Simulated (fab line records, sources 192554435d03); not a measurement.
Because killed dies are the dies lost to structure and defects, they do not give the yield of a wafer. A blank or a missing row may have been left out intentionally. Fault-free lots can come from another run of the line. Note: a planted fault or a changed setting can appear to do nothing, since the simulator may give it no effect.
Comparing a struck lot with a sound one / flow n5_finfet / 15 steps out of a route of 1938
Sound: these wafers, L881.1, L881.2, L881.3. Struck: wafer L895.4 (L895.2, L895.5, from the same lot, were not struck and are left out); the cause is given at the end.
At each step with rows: each side's tool, then ch and its chambers, then its first start. Under that, the readings that differ: sound wafers / struck wafers / difference of the means / sigmas: that difference in standard deviations of wafers without a fault.
alike: a reading whose means differ by less than 2 such deviations, as well as words and numbers matching on both sides. not compared: withheld readings; readings where some wafer has no value; bounds like >300 that might hide an equal value; numbers whose values overlap and for which the record gives no deviation.
A row with sigmas, a row that says differs or no value, or rows on one side alone: a step with any of these is where the two part. Numbers that have no deviation but don't overlap get no sigmas and don't part them. Lack of a reading on every wafer of one side parts them only where that side has two or more wafers.

N5_DUMMY_GATE_ETCH_42: etches SiO2 in CHF3/O2, target depth 3.5 nm, time 31 s.
  sound on rie_diel-03 ch 0,2,3, day 3 19:09; struck on rie_diel-06 ch 3, day 7 05:23
reading=rf_vpp_V (V); sound=42.0 41.8 42.9; struck=40.3; difference=-1.9; sigmas=-2
  alike: drypump_motor_current_A, oes_product_au, showerhead_plenum_p_Torr, throttle_valve_pct
  not compared: rf_hours_counter_h
N5_DUMMY_GATE_STRIP_48: strips in N2/H2, time 20 s.
  sound on rie_diel-03 ch 0,2,3, day 3 19:12; struck on rie_diel-06 ch 3, day 7 05:26
  alike: drypump_motor_current_A, n2_flow_sccm, oes_product_au, rf_vpp_V, showerhead_plenum_p_Torr, throttle_valve_pct
  not compared: rf_hours_counter_h
then, 5 steps without rows for these wafers: N5_DUMMY_GATE_PRECLEAN_33 (cleans in dHF, time 10 s); N5_DUMMY_GATE_PRECLEAN_25 (cleans in O3/DIW, time 45 s); N5_DUMMY_GATE_PRECLEAN_51 (cleans in SC2, time 45 s); N5_DUMMY_GATE_SRD_26 (time 30 s); N5_DUMMY_GATE_UV_OZONE_45 (time 120 s).
N5_DUMMY_GATE_INSPECT_27: inspects for defects (brightfield).
  sound: defect_inspect-02 at day 3 19:23; struck: defect_inspect-02 at day 7 05:37
  alike: raw_defect_count
N5_SPACER0_ALD_07: deposits SiNx, target thk 2 nm.
  sound on ald_sin-04 ch 0,1,2, day 3 19:31; struck on ald_sin-04 ch 3, day 7 05:58
  alike: heater_power_w
N5_SPACER0_ALD_00: deposits SiOCN, target thk 3.5 nm, pulse time 3 s, purge time 2 s.
  sound on ald_sin-04 ch 0,1,2, day 3 19:40; struck on ald_sin-04 ch 3, day 7 06:08
  alike: heater_power_w, precursor_pulse_height_rel
N5_SPACER0_ALD_08: deposits SiNx, target thk 2 nm.
  sound on ald_sin-04 ch 0,1,2, day 3 19:55; struck on ald_sin-04 ch 3, day 7 06:23
  alike: heater_power_w
N5_SPACER0_INSPECT_04: inspects for defects (darkfield).
  sound: defect_inspect-01 at day 3 20:05; struck: defect_inspect-01 at day 7 06:32
  alike: raw_defect_count
N5_SD_EPI_N_COAT_32: time 60 s, resist thk 350 nm.
  sound on litho_track-03 ch 0, day 3 20:07; struck on litho_track-03 ch 0, day 7 06:34
reading=heater_power_total_W (W); sound=500.3 498.0 498.1; struck=643.3; difference=+144.5; sigmas=+85
reading=run_length_s (s); sound=66.14 66.37 66.20; struck=45.71; difference=-20.53; sigmas=-99 or more
  alike: dispense_pressure_kPa
then, 1 step without rows for these wafers: N5_SD_EPI_N_COAT_33 (time 60 s, resist thk 35 nm).
-- the record jumps here: 6 days lie between the struck wafers' starts before and after (it left off in module SD_EPI_N and takes up again in module BEOL_M4, whose first step shown is number 1111 of the route) --
N5_BEOL_M4_RC_MEAS_101:
  sound on prober-01 ch 0, day 8 19:41; struck on prober-02 ch 0, day 13 04:32
reading=DIBL_N (mV/V); sound=33.5 36.2 34.9; struck=38.0; difference=+3.1; sigmas=+3
  alike: DIBL_P, IOFF_N, IOFF_P, ION_N, ION_P, SS_N, SS_P, VT_N, VT_P

WHERE THEY PART
Last at N5_BEOL_M4_RC_MEAS_101 as far as this record goes, first at N5_DUMMY_GATE_ETCH_42.

WHY: whatever the simulator had introduced
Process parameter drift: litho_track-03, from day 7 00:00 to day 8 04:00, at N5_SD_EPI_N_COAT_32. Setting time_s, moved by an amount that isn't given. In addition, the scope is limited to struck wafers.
